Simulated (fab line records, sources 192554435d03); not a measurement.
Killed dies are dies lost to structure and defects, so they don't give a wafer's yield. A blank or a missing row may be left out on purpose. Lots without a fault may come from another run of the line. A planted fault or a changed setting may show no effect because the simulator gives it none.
Which tool did it? | flow n5_finfet | 12 lots, 36 wafers sampled, at 3 steps of a route of 1938

WHAT THE GAUGES READ, wafer by wafer
N5_BEOL_M11_THK_MEAS_53: measures by xrf.
lot  | measured     | on            | M11_THK (nm)
L622 | day 10 23:46 | film_metro-02 | 138 138 132
L624 | day 11 06:53 | film_metro-01 | 138 133 137
L626 | day 11 14:21 | film_metro-01 | 140 139 134
L628 | day 11 22:14 | film_metro-02 | 138 138 138
L627 | day 12 00:10 | film_metro-01 | 134 133 135
L630 | day 12 07:27 | film_metro-02 | 133 128 131
L629 | day 12 19:13 | film_metro-01 | 137 132 133
L632 | day 12 23:07 | film_metro-02 | 129 134 132
L636 | day 14 17:16 | film_metro-01 | 130 132 140
L638 | day 15 03:47 | film_metro-02 | 141 133 135
L641 | day 15 12:25 | film_metro-01 | 136 135 134
L642 | day 15 20:07 | film_metro-01 | 136 137 134

N5_BEOL_M11_RS_MEAS_57: measures by four-point-probe.
lot  | measured     | on            | M11_RS (ohm/sq)
L622 | day 10 23:53 | film_metro-02 | 0.154 0.153 0.160
L624 | day 11 07:01 | film_metro-01 | 0.153 0.158 0.154
L626 | day 11 14:28 | film_metro-01 | 0.151 0.152 0.158
L628 | day 11 22:22 | film_metro-02 | 0.152 0.152 0.152
L627 | day 12 00:19 | film_metro-01 | 0.157 0.159 0.157
L630 | day 12 07:36 | film_metro-01 | 0.157 0.164 0.161
L629 | day 12 19:22 | film_metro-02 | 0.152 0.161 0.159
L632 | day 12 23:17 | film_metro-01 | 0.166 0.159 0.162
L636 | day 14 17:26 | film_metro-01 | 0.163 0.159 0.150
L638 | day 15 03:57 | film_metro-01 | 0.150 0.159 0.156
L641 | day 15 12:32 | film_metro-01 | 0.157 0.159 0.160
L642 | day 15 20:16 | film_metro-02 | 0.156 0.154 0.157

N5_BEOL_M12_OVL_MEAS_11.
lot  | measured     | on         | V11_OVL (nm)
L622 | day 11 00:32 | overlay-01 | -3 0 5
L624 | day 11 07:32 | overlay-01 | -7 -2 -3
L626 | day 11 15:00 | overlay-02 | 3 2 -5
L628 | day 11 23:01 | overlay-02 | 0 -1 -1
L627 | day 12 00:58 | overlay-02 | -7 -11 -6
L630 | day 12 08:08 | overlay-01 | 2 3 2
L629 | day 12 19:53 | overlay-01 | 1 2 -6
L632 | day 12 23:56 | overlay-02 | -6 -1 1
L636 | day 14 17:57 | overlay-01 | 4 0 2
L638 | day 15 04:40 | overlay-02 | -7 -6 -9
L641 | day 15 13:13 | overlay-01 | 1 4 3
L642 | day 15 20:58 | overlay-01 | -6 -6 1

WHICH TOOL RAN EACH LOT (tool, then ch and the chambers of the sampled wafers, then the start)
The record holds no process step before these readings.

WHAT THE TOOLS THEMSELVES READ (means of the sampled wafers that have a number; where no wafer has one, the mark that the record gives instead)
The record holds no such reading with a usual standard deviation.

THE ANSWER, worked out from the rows above alone
Rule: what is usual is taken from the lots themselves. Put in order of their means at a reading, lots are off if they are a third of the lots or fewer, leave a main group of 4 or more, and stand apart from it by a gap of 3 or more times the standard deviation of the main group's means; of several such gaps the widest counts. A main group whose means are all the same, to the digits that the tables above print for the reading, isn't used. A lot without any number at a reading at which 4 lots or more have one is off too. The other lots that the step has rows for count as sound. The gauges are gone through in route order, then the tools' own readings, and for those a lot's mean is taken as printed above. The first step at which some lot is off is used, and at that step the reading that is off furthest; a lot without a number counts as furthest.
No lot is off at any reading shown: from this, nothing can be told.

WHAT THE SIMULATOR HAD PUT IN
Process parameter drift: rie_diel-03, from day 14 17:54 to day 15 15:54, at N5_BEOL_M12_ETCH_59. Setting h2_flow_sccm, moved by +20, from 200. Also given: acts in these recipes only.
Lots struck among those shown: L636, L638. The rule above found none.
